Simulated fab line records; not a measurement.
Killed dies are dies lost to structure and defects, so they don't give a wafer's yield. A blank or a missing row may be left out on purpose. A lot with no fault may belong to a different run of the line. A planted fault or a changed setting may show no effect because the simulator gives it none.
Which of the tools did it? || flow n5-finfet || 12 lots with 33 wafers sampled at 4 steps, on a route of 1938 steps

## WHAT EACH GAUGE READ, for each wafer
No reading from a measuring or inspecting step in the record can be judged against a usual standard deviation.

## TOOL THAT RAN EACH LOT (tool first, then ch and the chambers of the sampled wafers, then the start)
{"lot": "L742", "N5_BEOL_M4_ANNEAL_51": "rtp-anneal-02 ch 0, day 8 07:09", "N5_BEOL_M4_CMP_52": "cmp-02 ch 1,2,3, day 8 07:29", "N5_BEOL_M5_STRIP_64": "rie-diel-06 ch 0,1, day 8 12:35", "N5_BEOL_M5_COAT_74": "litho-track-05 ch 0, day 8 12:56"}
{"lot": "L744", "N5_BEOL_M4_ANNEAL_51": "rtp-anneal-01 ch 0, day 9 00:34", "N5_BEOL_M4_CMP_52": "cmp-03 ch 1,2, day 9 00:54", "N5_BEOL_M5_STRIP_64": "rie-diel-06 ch 1,3, day 9 07:00", "N5_BEOL_M5_COAT_74": "litho-track-04 ch 0, day 9 08:27"}
{"lot": "L745", "N5_BEOL_M4_ANNEAL_51": "rtp-anneal-01 ch 0, day 9 04:27", "N5_BEOL_M4_CMP_52": "cmp-03 ch 1,3, day 9 04:42", "N5_BEOL_M5_STRIP_64": "rie-diel-05 ch 1,3, day 9 07:52", "N5_BEOL_M5_COAT_74": "litho-track-05 ch 0, day 9 08:27"}
{"lot": "L748", "N5_BEOL_M4_ANNEAL_51": "rtp-anneal-02 ch 0, day 9 19:20", "N5_BEOL_M4_CMP_52": "cmp-02 ch 1,3, day 9 19:46", "N5_BEOL_M5_STRIP_64": "rie-diel-06 ch 1,2, day 10 00:13", "N5_BEOL_M5_COAT_74": "litho-track-01 ch 0, day 10 00:29"}
{"lot": "L749", "N5_BEOL_M4_ANNEAL_51": "rtp-anneal-01 ch 0, day 9 20:29", "N5_BEOL_M4_CMP_52": "cmp-03 ch 1,2, day 9 20:53", "N5_BEOL_M5_STRIP_64": "rie-diel-03 ch 0,1, day 10 00:29", "N5_BEOL_M5_COAT_74": "litho-track-04 ch 0, day 10 00:46"}
{"lot": "L752", "N5_BEOL_M4_ANNEAL_51": "rtp-anneal-01 ch 0, day 11 05:01", "N5_BEOL_M4_CMP_52": "cmp-03 ch 0,1,2, day 11 05:18", "N5_BEOL_M5_STRIP_64": "rie-diel-03 ch 1,2, day 11 08:29", "N5_BEOL_M5_COAT_74": "litho-track-05 ch 0, day 11 09:20"}
{"lot": "L754", "N5_BEOL_M4_ANNEAL_51": "rtp-anneal-02 ch 0, day 11 06:41", "N5_BEOL_M4_CMP_52": "cmp-02 ch 0,3, day 11 07:06", "N5_BEOL_M5_STRIP_64": "rie-diel-03 ch 0,1, day 11 11:10", "N5_BEOL_M5_COAT_74": "litho-track-01 ch 0, day 11 11:46"}
{"lot": "L760", "N5_BEOL_M4_ANNEAL_51": "rtp-anneal-02 ch 0, day 13 04:32", "N5_BEOL_M4_CMP_52": "cmp-02 ch 1,2,3, day 13 04:50", "N5_BEOL_M5_STRIP_64": "rie-diel-06 ch 1,2,3, day 13 08:07", "N5_BEOL_M5_COAT_74": "litho-track-04 ch 0, day 13 08:57"}
{"lot": "L761", "N5_BEOL_M4_ANNEAL_51": "rtp-anneal-02 ch 0, day 13 05:01", "N5_BEOL_M4_CMP_52": "cmp-03 ch 1,2, day 13 05:22", "N5_BEOL_M5_STRIP_64": "rie-diel-03 ch 0,1,2, day 13 08:32", "N5_BEOL_M5_COAT_74": "litho-track-01 ch 0, day 13 08:57"}
{"lot": "L763", "N5_BEOL_M4_ANNEAL_51": "rtp-anneal-02 ch 0, day 13 20:49", "N5_BEOL_M4_CMP_52": "cmp-03 ch 0,2,3, day 13 21:04", "N5_BEOL_M5_STRIP_64": "rie-diel-06 ch 0,2,3, day 14 00:05", "N5_BEOL_M5_COAT_74": "litho-track-01 ch 0, day 14 00:43"}
{"lot": "L764", "N5_BEOL_M4_ANNEAL_51": "rtp-anneal-01 ch 0, day 14 01:32", "N5_BEOL_M4_CMP_52": "cmp-01 ch 1,2,3, day 14 01:50", "N5_BEOL_M5_STRIP_64": "rie-diel-03 ch 0,2,3, day 14 06:52", "N5_BEOL_M5_COAT_74": "litho-track-04 ch 0, day 14 10:54"}
{"lot": "L765", "N5_BEOL_M4_ANNEAL_51": "rtp-anneal-02 ch 0, day 14 03:56", "N5_BEOL_M4_CMP_52": "cmp-03 ch 1,2,3, day 14 04:14", "N5_BEOL_M5_STRIP_64": "rie-diel-06 ch 2,3, day 14 07:44", "N5_BEOL_M5_COAT_74": "litho-track-01 ch 0, day 14 10:49"}
- N5_BEOL_M4_ANNEAL_51: time 90 s.
- N5_BEOL_M4_CMP_52: polishes, stops on SiOC, t overpolish 6.8 s, target thk 40 nm.
- N5_BEOL_M5_STRIP_64: strips in CF4.
- N5_BEOL_M5_COAT_74: time 60 s, resist thk 5 nm.

## AS READ BY THE TOOLS THEMSELVES (means over the sampled wafers that have a number; for cases with no such wafer, the mark the record gives instead)
N5_BEOL_M4_ANNEAL_51. Usual: 225.82 for wafer_temp_C_max, sd 0.25.
{"lot": "L742", "tool": "rtp-anneal-02", "wafer_temp_C_max": 225.97, "flag": ""}
{"lot": "L744", "tool": "rtp-anneal-01", "wafer_temp_C_max": 225.62, "flag": ""}
{"lot": "L745", "tool": "rtp-anneal-01", "wafer_temp_C_max": 225.65, "flag": ""}
{"lot": "L748", "tool": "rtp-anneal-02", "wafer_temp_C_max": 226.20, "flag": ""}
{"lot": "L749", "tool": "rtp-anneal-01", "wafer_temp_C_max": 225.41, "flag": ""}
{"lot": "L752", "tool": "rtp-anneal-01", "wafer_temp_C_max": 225.71, "flag": ""}
{"lot": "L754", "tool": "rtp-anneal-02", "wafer_temp_C_max": 225.79, "flag": ""}
{"lot": "L760", "tool": "rtp-anneal-02", "wafer_temp_C_max": 225.89, "flag": ""}
{"lot": "L761", "tool": "rtp-anneal-02", "wafer_temp_C_max": 225.82, "flag": ""}
{"lot": "L763", "tool": "rtp-anneal-02", "wafer_temp_C_max": 225.83, "flag": ""}
{"lot": "L764", "tool": "rtp-anneal-01", "wafer_temp_C_max": 225.44, "flag": ""}
{"lot": "L765", "tool": "rtp-anneal-02", "wafer_temp_C_max": 225.93, "flag": ""}

N5_BEOL_M4_CMP_52. Usual: barrier-field-endpoint-s 24.7 s, standard deviation 0.86; motor-current-A 6.1 A, standard deviation 0.64; overpolish-run-s 6.801 s, standard deviation 0.0087; time-to-endpoint-s 63 s, standard deviation 5.3.
{"lot": "L742", "tool": "cmp-02", "barrier-field-endpoint-s (s)": 24.7, "motor-current-A (A)": 6.3, "overpolish-run-s (s)": 6.808, "time-to-endpoint-s (s)": 66, "flag": ""}
{"lot": "L744", "tool": "cmp-03", "barrier-field-endpoint-s (s)": 23.6, "motor-current-A (A)": 5.4, "overpolish-run-s (s)": 6.795, "time-to-endpoint-s (s)": 54, "flag": ""}
{"lot": "L745", "tool": "cmp-03", "barrier-field-endpoint-s (s)": 24.6, "motor-current-A (A)": 6.2, "overpolish-run-s (s)": 6.802, "time-to-endpoint-s (s)": 61, "flag": ""}
{"lot": "L748", "tool": "cmp-02", "barrier-field-endpoint-s (s)": 24.4, "motor-current-A (A)": 6.3, "overpolish-run-s (s)": 6.798, "time-to-endpoint-s (s)": 62, "flag": ""}
{"lot": "L749", "tool": "cmp-03", "barrier-field-endpoint-s (s)": 23.5, "motor-current-A (A)": 5.8, "overpolish-run-s (s)": 6.806, "time-to-endpoint-s (s)": 54, "flag": ""}
{"lot": "L752", "tool": "cmp-03", "barrier-field-endpoint-s (s)": 24.4, "motor-current-A (A)": 5.5, "overpolish-run-s (s)": 6.801, "time-to-endpoint-s (s)": 61, "flag": ""}
{"lot": "L754", "tool": "cmp-02", "barrier-field-endpoint-s (s)": 24.6, "motor-current-A (A)": 6.8, "overpolish-run-s (s)": 6.808, "time-to-endpoint-s (s)": 62, "flag": ""}
{"lot": "L760", "tool": "cmp-02", "barrier-field-endpoint-s (s)": 25.1, "motor-current-A (A)": 6.2, "overpolish-run-s (s)": 6.807, "time-to-endpoint-s (s)": 66, "flag": ""}
{"lot": "L761", "tool": "cmp-03", "barrier-field-endpoint-s (s)": 23.4, "motor-current-A (A)": 5.6, "overpolish-run-s (s)": 6.798, "time-to-endpoint-s (s)": 56, "flag": ""}
{"lot": "L763", "tool": "cmp-03", "barrier-field-endpoint-s (s)": 25.1, "motor-current-A (A)": 6.1, "overpolish-run-s (s)": 6.799, "time-to-endpoint-s (s)": 66, "flag": ""}
{"lot": "L764", "tool": "cmp-01", "barrier-field-endpoint-s (s)": 24.3, "motor-current-A (A)": 6.4, "overpolish-run-s (s)": 6.794, "time-to-endpoint-s (s)": 60, "flag": ""}
{"lot": "L765", "tool": "cmp-03", "barrier-field-endpoint-s (s)": 23.8, "motor-current-A (A)": 6.1, "overpolish-run-s (s)": 6.801, "time-to-endpoint-s (s)": 59, "flag": ""}

N5_BEOL_M5_STRIP_64. Usual: drypump-motor-current-A 5.76 A, standard deviation 0.29; oes-product-au 0.78 a.u., standard deviation 0.075; rf-fwd-power-W 292.6 W, standard deviation 0.9; rf-vpp-V 270.5 V, standard deviation 1.6; showerhead-plenum-p-Torr 1.77 Torr, standard deviation 0.06; throttle-valve-pct 13.63 %, standard deviation 0.21.
{"lot": "L742", "tool": "rie-diel-06", "drypump-motor-current-A (A)": 5.59, "oes-product-au (a.u.)": 0.83, "rf-fwd-power-W (W)": 292.7, "rf-vpp-V (V)": 269.9, "showerhead-plenum-p-Torr (Torr)": 1.76, "throttle-valve-pct (%)": 13.42, "flag": ""}
{"lot": "L744", "tool": "rie-diel-06", "drypump-motor-current-A (A)": 5.73, "oes-product-au (a.u.)": 0.75, "rf-fwd-power-W (W)": 293.1, "rf-vpp-V (V)": 269.7, "showerhead-plenum-p-Torr (Torr)": 1.74, "throttle-valve-pct (%)": 13.69, "flag": ""}
{"lot": "L745", "tool": "rie-diel-05", "drypump-motor-current-A (A)": 5.88, "oes-product-au (a.u.)": 0.79, "rf-fwd-power-W (W)": 293.1, "rf-vpp-V (V)": 272.0, "showerhead-plenum-p-Torr (Torr)": 1.85, "throttle-valve-pct (%)": 13.71, "flag": ""}
{"lot": "L748", "tool": "rie-diel-06", "drypump-motor-current-A (A)": 5.48, "oes-product-au (a.u.)": 0.85, "rf-fwd-power-W (W)": 293.3, "rf-vpp-V (V)": 271.9, "showerhead-plenum-p-Torr (Torr)": 1.83, "throttle-valve-pct (%)": 13.57, "flag": ""}
{"lot": "L749", "tool": "rie-diel-03", "drypump-motor-current-A (A)": 6.16, "oes-product-au (a.u.)": 0.82, "rf-fwd-power-W (W)": 292.4, "rf-vpp-V (V)": 271.5, "showerhead-plenum-p-Torr (Torr)": 1.79, "throttle-valve-pct (%)": 13.53, "flag": ""}
{"lot": "L752", "tool": "rie-diel-03", "drypump-motor-current-A (A)": 6.01, "oes-product-au (a.u.)": 0.70, "rf-fwd-power-W (W)": 292.4, "rf-vpp-V (V)": 269.9, "showerhead-plenum-p-Torr (Torr)": 1.74, "throttle-valve-pct (%)": 13.67, "flag": ""}
{"lot": "L754", "tool": "rie-diel-03", "drypump-motor-current-A (A)": 6.17, "oes-product-au (a.u.)": 0.80, "rf-fwd-power-W (W)": 292.9, "rf-vpp-V (V)": 271.3, "showerhead-plenum-p-Torr (Torr)": 1.78, "throttle-valve-pct (%)": 13.56, "flag": ""}
{"lot": "L760", "tool": "rie-diel-06", "drypump-motor-current-A (A)": 5.62, "oes-product-au (a.u.)": 0.78, "rf-fwd-power-W (W)": 292.4, "rf-vpp-V (V)": 270.6, "showerhead-plenum-p-Torr (Torr)": 1.79, "throttle-valve-pct (%)": 13.62, "flag": ""}
{"lot": "L761", "tool": "rie-diel-03", "drypump-motor-current-A (A)": 6.15, "oes-product-au (a.u.)": 0.75, "rf-fwd-power-W (W)": 292.9, "rf-vpp-V (V)": 269.7, "showerhead-plenum-p-Torr (Torr)": 1.75, "throttle-valve-pct (%)": 13.60, "flag": ""}
{"lot": "L763", "tool": "rie-diel-06", "drypump-motor-current-A (A)": 5.59, "oes-product-au (a.u.)": 0.81, "rf-fwd-power-W (W)": 291.7, "rf-vpp-V (V)": 272.6, "showerhead-plenum-p-Torr (Torr)": 1.79, "throttle-valve-pct (%)": 13.48, "flag": ""}
{"lot": "L764", "tool": "rie-diel-03", "drypump-motor-current-A (A)": 6.04, "oes-product-au (a.u.)": 0.74, "rf-fwd-power-W (W)": 292.5, "rf-vpp-V (V)": 269.4, "showerhead-plenum-p-Torr (Torr)": 1.72, "throttle-valve-pct (%)": 13.69, "flag": ""}
{"lot": "L765", "tool": "rie-diel-06", "drypump-motor-current-A (A)": 5.68, "oes-product-au (a.u.)": 0.78, "rf-fwd-power-W (W)": 292.5, "rf-vpp-V (V)": 270.5, "showerhead-plenum-p-Torr (Torr)": 1.78, "throttle-valve-pct (%)": 13.57, "flag": ""}

N5_BEOL_M5_COAT_74. Usual: heater-power-total-W 391.7 W, standard deviation 1.3; plate-temp-C 205.00 C, standard deviation 0.15.
{"lot": "L742", "tool": "litho-track-05", "heater-power-total-W (W)": 390.5, "plate-temp-C (C)": 205.14, "flag": ""}
{"lot": "L744", "tool": "litho-track-04", "heater-power-total-W (W)": 390.3, "plate-temp-C (C)": 205.06, "flag": ""}
{"lot": "L745", "tool": "litho-track-05", "heater-power-total-W (W)": 392.1, "plate-temp-C (C)": 204.98, "flag": ""}
{"lot": "L748", "tool": "litho-track-01", "heater-power-total-W (W)": 391.6, "plate-temp-C (C)": 205.09, "flag": ""}
{"lot": "L749", "tool": "litho-track-04", "heater-power-total-W (W)": 390.5, "plate-temp-C (C)": 204.97, "flag": ""}
{"lot": "L752", "tool": "litho-track-05", "heater-power-total-W (W)": 386.5, "plate-temp-C (C)": 203.02, "flag": "OFF"}
{"lot": "L754", "tool": "litho-track-01", "heater-power-total-W (W)": 390.9, "plate-temp-C (C)": 205.11, "flag": ""}
{"lot": "L760", "tool": "litho-track-04", "heater-power-total-W (W)": 391.5, "plate-temp-C (C)": 205.01, "flag": ""}
{"lot": "L761", "tool": "litho-track-01", "heater-power-total-W (W)": 392.3, "plate-temp-C (C)": 204.77, "flag": ""}
{"lot": "L763", "tool": "litho-track-01", "heater-power-total-W (W)": 392.7, "plate-temp-C (C)": 204.96, "flag": ""}
{"lot": "L764", "tool": "litho-track-04", "heater-power-total-W (W)": 392.1, "plate-temp-C (C)": 204.99, "flag": ""}
{"lot": "L765", "tool": "litho-track-01", "heater-power-total-W (W)": 392.5, "plate-temp-C (C)": 204.95, "flag": ""}

## THE ANSWER, worked out from the rows above alone
Rule: a lot is off if the mean of its wafers that have a number lies more than 3 standard deviations from the usual mean. A lot without any number at a reading at which 4 lots or more have one is off too. All remaining lots with rows at the step are treated as sound. First the gauges in route order, then the tools' own readings, where a lot's mean is used as printed above. The first step at which some lot is off is used, and at that step the reading that is off furthest; a lot without a number counts as furthest.
Off, at N5_BEOL_M5_COAT_74 on plate-temp-C: L752.
A tool fits if, at that step or a process step before it, it ran every lot that is off, and no sound lot after the first of them. One candidate fits, namely litho-track-05 at N5_BEOL_M5_COAT_74. Its last sound lot is L745 (day 9 08:27), its first lot that is off L752 (day 11 09:20): a fault that began between those two fits.
The tool's own readings at N5_BEOL_M5_COAT_74 bear it out: on the lots that are off they differ by more than 5 times the standard deviation of the sound lots' means. heater-power-total-W reads 386.5 W there against 391.5 W on the sound lots; plate-temp-C reads 203.02 C there against 205.00 C on the sound lots.

## WHAT THE SIMULATOR PUT IN
Process parameters drifting: litho-track-05 at N5_BEOL_M5_COAT_74, beginning at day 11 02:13. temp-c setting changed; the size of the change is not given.
Struck lots among those shown: L752. Same finding as the rule above.
